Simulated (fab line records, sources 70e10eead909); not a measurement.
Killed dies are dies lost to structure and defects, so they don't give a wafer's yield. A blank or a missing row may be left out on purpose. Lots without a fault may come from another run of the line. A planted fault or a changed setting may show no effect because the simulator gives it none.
A struck lot beside a sound one | flow nand_harc | 37 steps out of a route of 1159
Sound: wafers L926.1, L926.2, L926.5. Struck: wafers L924.1, L924.3, L924.6. The cause comes at the end.
At each step with rows: each side's tool, then ch and its chambers, then its first start. Under that, the readings that differ: sound wafers | struck wafers | difference of the means | sigmas: that difference in standard deviations of wafers without a fault.
alike: readings whose means differ by less than 2 such deviations, and words and numbers that are the same on both sides. not compared: withheld readings, readings that some wafer has no value for, bounds like >300 that may hide the same value, and numbers for which the record gives no deviation and whose values overlap.
The two part at a step that has a row with sigmas, a row that says differs or no value, or rows on one side only. Numbers that don't overlap but have no deviation are shown without sigmas and don't part them. A reading that every wafer of one side lacks parts them only if that side has two wafers or more.

first, 10 steps without rows for these wafers: NHARC_A_CHANNEL_HOLE_D1_DEP_00 (deposits aC, target thk 3100 nm); NHARC_A_CHANNEL_HOLE_D1_DEP_01 (deposits SiON, target thk 140 nm); NHARC_A_CHANNEL_HOLE_D1_DEHYDRATE_02 (time 120 s); NHARC_A_CHANNEL_HOLE_D1_HMDS_03 (time 30 s); NHARC_A_CHANNEL_HOLE_D1_COAT_36 (time 75 s); NHARC_A_CHANNEL_HOLE_D1_COAT_37 (time 65 s); NHARC_A_CHANNEL_HOLE_D1_COAT_04 (resist thk 90 nm); NHARC_A_CHANNEL_HOLE_D1_SOFTBAKE_05 (time 55 s); NHARC_A_CHANNEL_HOLE_D1_EBR_06; NHARC_A_CHANNEL_HOLE_D1_EXPOSE_07 (exposes mask HOLE D1, target cd 100 nm).
NHARC_A_CHANNEL_HOLE_D1_PEB_08: peb time 65 s.
  sound on litho_track-04 ch 0, day 12 06:15; struck on litho_track-01 ch 0, day 12 00:32
then, 1 step without rows for these wafers: NHARC_A_CHANNEL_HOLE_D1_DEVELOP_09 (develop time 35 s).
NHARC_A_CHANNEL_HOLE_D1_CD_MEAS_10: target cd 100 nm.
  sound on cd_sem-02 ch 0, day 12 06:20; struck on cd_sem-01 ch 0, day 12 00:37
  reading    | sound             | struck            | difference | sigmas
  cd_nm (nm) | 100.5 100.5 100.2 | 107.1 106.7 106.7 | +6.4       | +11
NHARC_A_CHANNEL_HOLE_D1_DESCUM_15: chemistry O2, time 3 s.
  sound on rie_diel-13 ch 0,2,3, day 12 06:32; struck on rie_diel-05 ch 0,1,3, day 12 00:49
  reading                            | sound             | struck          | difference | sigmas
  model.A_CHANNEL_HOLE_D1.cd_nm (nm) | 100.6 100.3 99.81 | 107 106.8 106.6 | +7         |
  alike: drypump_motor_current_A, oes_product_au, rf_vpp_V, showerhead_plenum_p_Torr, throttle_valve_pct
  not compared: rf_hours_counter_h
then, 16 steps without rows for these wafers: NHARC_A_CHANNEL_HOLE_D1_ETCH_38 (etches the open film in CF4, target depth 39 nm, time 65 s); NHARC_A_CHANNEL_HOLE_D1_ETCH_39 (etches the open film in N2/H2, target depth 260 nm, time 325 s); NHARC_A_CHANNEL_HOLE_D1_ETCH_34 (etches the open film in CF4/CHF3, target depth 154 nm, time 77 s); NHARC_A_CHANNEL_HOLE_D1_ETCH_16 (etches the open film in O2/COS, target depth 3100 nm, time 806 s); NHARC_A_CHANNEL_HOLE_D1_ETCH_19 (etches the open film in C4F8/O2/Ar, time 34.5 s); NHARC_A_CHANNEL_HOLE_D1_ETCH_20 (etches the open film in C4F8/O2/Ar, time 361.9 s, target depth 1600 nm); NHARC_A_CHANNEL_HOLE_D1_ETCH_21 (etches the open film in C4F8/O2/Ar, time 514.3 s, target depth 1600 nm); NHARC_A_CHANNEL_HOLE_D1_ETCH_22 (etches the open film in C4F8/O2/Ar, time 666.7 s, target depth 1600 nm); NHARC_A_CHANNEL_HOLE_D1_ETCH_23 (etches the open film in C4F8/O2/Ar, time 819 s, target depth 1600 nm); NHARC_A_CHANNEL_HOLE_D1_ETCH_24 (etches the open film in C4F8/O2/Ar, time 906.2 s, target depth 1500 nm); NHARC_A_CHANNEL_HOLE_D1_ETCH_25 (etches the open film in C4F8/O2/Ar, time 1040.2 s, target depth 1500 nm); NHARC_A_CHANNEL_HOLE_D1_ETCH_26 (etches the open film in C4F8/O2/Ar, time 224.1 s, target depth 300 nm); NHARC_A_CHANNEL_HOLE_D1_ETCH_33 (etches the open film in C4F8/O2/Ar, time 90 s, target depth 400 nm); NHARC_A_CHANNEL_HOLE_D1_STRIP_41 (strips in N2/H2); NHARC_A_CHANNEL_HOLE_D1_STRIP_42 (strips in CF4/CHF3); NHARC_A_CHANNEL_HOLE_D1_STRIP_43 (strips in O2/COS).
NHARC_A_CHANNEL_HOLE_D1_ETCH_44: etches the open film in CF4/O2, target depth 140 nm, overetch 14 nm, time 77 s.
  sound on rie_diel-05 ch 1,3, day 12 12:30; struck on rie_diel-13 ch 0,1, day 12 09:34
  reading                            | sound             | struck            | difference | sigmas
  model.A_CHANNEL_HOLE_D1.cd_nm (nm) | 89.63 91.38 90.35 | 99.07 95.97 96.48 | +6.72      |
  alike: drypump_motor_current_A, oes_o_777_au, oes_product_au, rf_fwd_power_W, rf_vpp_V, showerhead_plenum_p_Torr, throttle_valve_pct
  not compared: rf_hours_counter_h
then, 3 steps without rows for these wafers: NHARC_A_CHANNEL_HOLE_D1_STRIP_27 (strips in O2); NHARC_A_CHANNEL_HOLE_D1_PRECLEAN_28 (cleans in SC1); NHARC_A_CHANNEL_HOLE_D1_SRD_29.
NHARC_A_CHANNEL_HOLE_D1_CD_MEAS_30:
  sound on cd_sem-02, day 12 13:24; struck on cd_sem-01, day 12 10:21
  reading    | sound          | struck         | difference | sigmas
  cd_nm (nm) | 89.7 91.9 89.9 | 98.2 95.3 95.8 | +5.9       | +4
NHARC_A_CHANNEL_HOLE_D1_XSEM_31:
  sound on xsem-01 ch 0, day 12 13:30; struck on xsem-02 ch 0, day 12 10:26
  reading            | sound          | struck         | difference | sigmas
  bot_cd_nm (nm)     | 75.4 77.0 75.1 | 82.0 79.5 79.9 | +4.6       | +3
  tilt_deg (degrees) | 0.13 0.13 0.13 | 0.05 0.05 0.05 | -0.08      | -2
  alike: bow_nm
-- the record jumps here: 11 days lie between the struck wafers' starts before and after (it left off in module A_CHANNEL_HOLE_D1 and takes up again in module END, whose first step shown is number 1159 of the route) --
NHARC_END_SORT_01:
  sound on prober-02 ch 0, day 23 23:32; struck on prober-02 ch 0, day 23 15:47
  alike: killed_at_array, killed_at_other, killed_at_periphery, killed_dies, killed_open, killed_short

WHERE THEY PART
First at NHARC_A_CHANNEL_HOLE_D1_CD_MEAS_10; last, within this record, at NHARC_A_CHANNEL_HOLE_D1_XSEM_31. Later steps at which nothing parts them and some readings are alike: NHARC_END_SORT_01.

WHY: what the simulator had put in
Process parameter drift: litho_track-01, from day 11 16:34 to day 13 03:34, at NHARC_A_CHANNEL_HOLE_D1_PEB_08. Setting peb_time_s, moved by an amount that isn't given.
